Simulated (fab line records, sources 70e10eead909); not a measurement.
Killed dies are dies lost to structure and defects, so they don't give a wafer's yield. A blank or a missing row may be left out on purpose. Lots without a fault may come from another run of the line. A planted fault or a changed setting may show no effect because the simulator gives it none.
Which tool did it? | flow nand_harc | 11 lots, 33 wafers sampled, at 5 steps of a route of 1159

WHAT THE GAUGES READ, wafer by wafer
NHARC_P_BONDPAD_OVL_MEAS_38. Usual: overlay_x_nm -2 nm, standard deviation 4.8; overlay_y_nm 3 nm, standard deviation 6.1.
lot  | measured     | on         | overlay_x_nm (nm) | overlay_y_nm (nm) | flag
L750 | day 6 20:15  | overlay-01 | -2 -2 -2          | 6 5 6             |
L749 | day 7 01:46  | overlay-02 | -5 -5 -5          | 2 2 2             |
L751 | day 7 01:56  | overlay-01 | -3 -2 -3          | 8 8 8             |
L752 | day 7 03:19  | overlay-01 | -2 -2 -2          | 0 -1 0            |
L753 | day 7 07:08  | overlay-01 | 2 2 2             | 4 5 6             |
L757 | day 8 05:57  | overlay-01 | -8 -8 -8          | -1 -2 -1          |
L759 | day 9 00:03  | overlay-01 | -4 -3 -4          | 4 4 4             |
L764 | day 10 04:23 | overlay-01 | -5 -5 -5          | -2 -1 -2          |
L768 | day 11 06:59 | overlay-01 | 2 2 2             | -2 -3 -3          |
L767 | day 11 07:32 | overlay-01 | 1 1 2             | 10 11 10          |
L772 | day 11 22:11 | overlay-02 | -7 -7 -6          | -3 -3 -3          |

NHARC_END_SORT_01. Usual: defect_limited_yield 95.3 %, standard deviation 1.6; killed_at_array 28, standard deviation 10; killed_at_other 0.6, standard deviation 0.85; killed_at_periphery 3.3, standard deviation 2.3; killed_dies 32, standard deviation 11; killed_open 3.3, standard deviation 1.5; killed_short 2.1, standard deviation 1.4; sort_bin_2_pct 1.5 %, standard deviation 0.63; sort_bin_3_pct 0.25 %, standard deviation 0.21; sort_bin_4_pct 3.0 %, standard deviation 1.1; sort_n_pass 645, standard deviation 11; sort_rim_yield_pct 97.6 %, standard deviation 1.6; sort_yield_pct 95.3 %, standard deviation 1.6.
lot  | measured     | on        | defect_limited_yield (%) | killed_at_array | killed_at_other | killed_at_periphery | killed_dies | killed_open | killed_short | sort_bin_2_pct (%) | sort_bin_3_pct (%) | sort_bin_4_pct (%) | sort_n_pass | sort_rim_yield_pct (%) | sort_yield_pct (%) | flag
L768 | day 24 12:14 | prober-02 | 94.5 92.8 92.5           | 36 47 45        | 0 0 1           | 1 2 5               | 37 49 51    | 3 4 5       | 3 2 2        | 2.4 1.9 3.2        | 0 0.30 0.15        | 3.1 5.0 4.1        | 640 628 626 | 97.2 96.2 100.0        | 94.5 92.8 92.5     |
L767 | day 24 02:49 | prober-01 | 93.9 94.1 92.5           | 38 38 46        | 1 0 1           | 2 2 4               | 41 40 51    | 2 2 6       | 4 0 2        | 2.4 1.3 2.7        | 0.74 0.44 0.30     | 3.0 4.1 4.6        | 636 637 626 | 96.2 99.1 98.1         | 93.9 94.1 92.5     |

WHICH TOOL RAN EACH LOT (tool, then ch and the chambers of the sampled wafers, then the start)
lot  | NHARC_P_M2_DESCUM_14               | NHARC_P_BONDPAD_DEP_00          | NHARC_P_BONDPAD_DESCUM_11
L750 | rie_diel-07 ch 1,2, day 6 15:44    | pecvd-04 ch 0,1,2, day 6 19:08  | rie_diel-04 ch 1,2, day 6 20:22
L749 | rie_diel-07 ch 0,1,2, day 6 21:14  | pecvd-04 ch 0,2, day 7 00:25    | rie_diel-04 ch 0,2,3, day 7 01:53
L751 | rie_diel-07 ch 0,1, day 6 21:23    | pecvd-03 ch 0,1,2, day 7 00:35  | rie_diel-04 ch 0,3, day 7 02:03
L752 | rie_diel-07 ch 1,2,3, day 6 22:19  | pecvd-03 ch 0,1,2, day 7 01:28  | rie_diel-13 ch 1,2,3, day 7 03:27
L753 | rie_diel-02 ch 0,1,2, day 7 02:41  | pecvd-02 ch 0,1,2, day 7 05:57  | rie_diel-04 ch 0,1,3, day 7 07:16
L757 | rie_diel-07 ch 0,1,3, day 8 00:57  | pecvd-02 ch 1,2, day 8 04:10    | rie_diel-04 ch 0,3, day 8 06:04
L759 | rie_diel-07 ch 1,2,3, day 8 19:41  | pecvd-04 ch 0,1,2, day 8 22:52  | rie_diel-04 ch 0,2,3, day 9 00:11
L764 | rie_diel-01 ch 1,2,3, day 9 23:49  | pecvd-02 ch 0,1,2, day 10 03:04 | rie_diel-13 ch 1,2, day 10 04:31
L768 | rie_diel-01 ch 0,1, day 11 02:31   | pecvd-03 ch 1,2, day 11 05:40   | rie_diel-04 ch 2,3, day 11 07:06
L767 | rie_diel-01 ch 0,2,3, day 11 02:52 | pecvd-04 ch 1,2, day 11 06:13   | rie_diel-04 ch 0,3, day 11 07:40
L772 | rie_diel-02 ch 2,3, day 11 16:34   | pecvd-03 ch 0,1,2, day 11 20:59 | rie_diel-04 ch 0,2, day 11 22:21
- NHARC_P_M2_DESCUM_14: chemistry O2, time 3 s.
- NHARC_P_BONDPAD_DEP_00: deposits SiCN, target thk 250 nm.
- NHARC_P_BONDPAD_DESCUM_11: chemistry O2, time 3 s.

WHAT THE TOOLS THEMSELVES READ (means of the sampled wafers that have a number; where no wafer has one, the mark that the record gives instead)
NHARC_P_M2_DESCUM_14. Usual: drypump_motor_current_A 5.7 A, standard deviation 0.49; oes_product_au 0.999 a.u., standard deviation 0.0071; rf_vpp_V 57.8 V, standard deviation 0.91; showerhead_plenum_p_Torr 1.93 Torr, standard deviation 0.082; throttle_valve_pct 11.311 %, standard deviation 0.0095.
lot  | tool        | drypump_motor_current_A (A) | oes_product_au (a.u.) | rf_vpp_V (V) | showerhead_plenum_p_Torr (Torr) | throttle_valve_pct (%) | flag
L750 | rie_diel-07 | 5.2                         | 1.008                 | 58.2         | 1.95                            | 11.305                 |
L749 | rie_diel-07 | 5.4                         | 0.997                 | 57.8         | 1.94                            | 11.316                 |
L751 | rie_diel-07 | 5.6                         | 1.014                 | 57.8         | 1.93                            | 11.308                 |
L752 | rie_diel-07 | 5.5                         | 1.001                 | 57.7         | 1.95                            | 11.303                 |
L753 | rie_diel-02 | 6.1                         | 1.000                 | 57.6         | 1.93                            | 11.315                 |
L757 | rie_diel-07 | 5.7                         | 0.995                 | 58.4         | 1.94                            | 11.296                 |
L759 | rie_diel-07 | 5.5                         | 1.000                 | 57.5         | 1.95                            | 11.304                 |
L764 | rie_diel-01 | 5.8                         | 1.000                 | 57.5         | 1.96                            | 11.309                 |
L768 | rie_diel-01 | 5.8                         | 0.998                 | 57.0         | 1.86                            | 11.310                 |
L767 | rie_diel-01 | 5.7                         | 0.993                 | 57.5         | 1.88                            | 11.312                 |
L772 | rie_diel-02 | 6.0                         | 0.999                 | 57.0         | 1.86                            | 11.307                 |

NHARC_P_BONDPAD_DEP_00. Usual: heater_power_outer_w 311 W, standard deviation 50; heater_power_w 555 W, standard deviation 83.
lot  | tool     | heater_power_outer_w (W) | heater_power_w (W) | flag
L750 | pecvd-04 | 340                      | 595                |
L749 | pecvd-04 | 303                      | 533                |
L751 | pecvd-03 | 305                      | 550                |
L752 | pecvd-03 | 284                      | 519                |
L753 | pecvd-02 | 295                      | 530                |
L757 | pecvd-02 | 308                      | 577                |
L759 | pecvd-04 | 332                      | 583                |
L764 | pecvd-02 | 328                      | 587                |
L768 | pecvd-03 | 299                      | 530                |
L767 | pecvd-04 | 408                      | 699                |
L772 | pecvd-03 | 303                      | 541                |

NHARC_P_BONDPAD_DESCUM_11. Usual: drypump_motor_current_A 5.8 A, standard deviation 0.4; oes_product_au 1.005 a.u., standard deviation 0.0073; rf_vpp_V 57.6 V, standard deviation 0.81; showerhead_plenum_p_Torr 1.91 Torr, standard deviation 0.058; throttle_valve_pct 11.312 %, standard deviation 0.0092.
lot  | tool        | drypump_motor_current_A (A) | oes_product_au (a.u.) | rf_vpp_V (V) | showerhead_plenum_p_Torr (Torr) | throttle_valve_pct (%) | flag
L750 | rie_diel-04 | 6.0                         | 1.010                 | 58.1         | 1.90                            | 11.322                 |
L749 | rie_diel-04 | 5.6                         | 1.001                 | 57.5         | 1.91                            | 11.309                 |
L751 | rie_diel-04 | 5.6                         | 1.004                 | 57.9         | 1.93                            | 11.310                 |
L752 | rie_diel-13 | 6.1                         | 0.999                 | 56.7         | 1.86                            | 11.313                 |
L753 | rie_diel-04 | 5.8                         | 0.998                 | 57.7         | 1.92                            | 11.316                 |
L757 | rie_diel-04 | 5.6                         | 0.997                 | 57.4         | 1.93                            | 11.306                 |
L759 | rie_diel-04 | 5.6                         | 1.005                 | 57.7         | 1.91                            | 11.314                 |
L764 | rie_diel-13 | 6.1                         | 1.007                 | 58.0         | 1.92                            | 11.301                 |
L768 | rie_diel-04 | 5.7                         | 1.016                 | 57.2         | 1.89                            | 11.311                 |
L767 | rie_diel-04 | 5.8                         | 1.006                 | 57.9         | 1.92                            | 11.314                 |
L772 | rie_diel-04 | 5.4                         | 1.014                 | 57.9         | 1.90                            | 11.315                 |

THE ANSWER, worked out from the rows above alone
Rule: a lot is off if the mean of its wafers that have a number lies more than 3 standard deviations from the usual mean. A lot without any number at a reading at which 4 lots or more have one is off too. The other lots that the step has rows for count as sound. The gauges are gone through in route order, then the tools' own readings, and for those a lot's mean is taken as printed above. The first step at which some lot is off is used, and at that step the reading that is off furthest; a lot without a number counts as furthest.
No lot is off at any reading shown: from this, nothing can be told.

WHAT THE SIMULATOR HAD PUT IN
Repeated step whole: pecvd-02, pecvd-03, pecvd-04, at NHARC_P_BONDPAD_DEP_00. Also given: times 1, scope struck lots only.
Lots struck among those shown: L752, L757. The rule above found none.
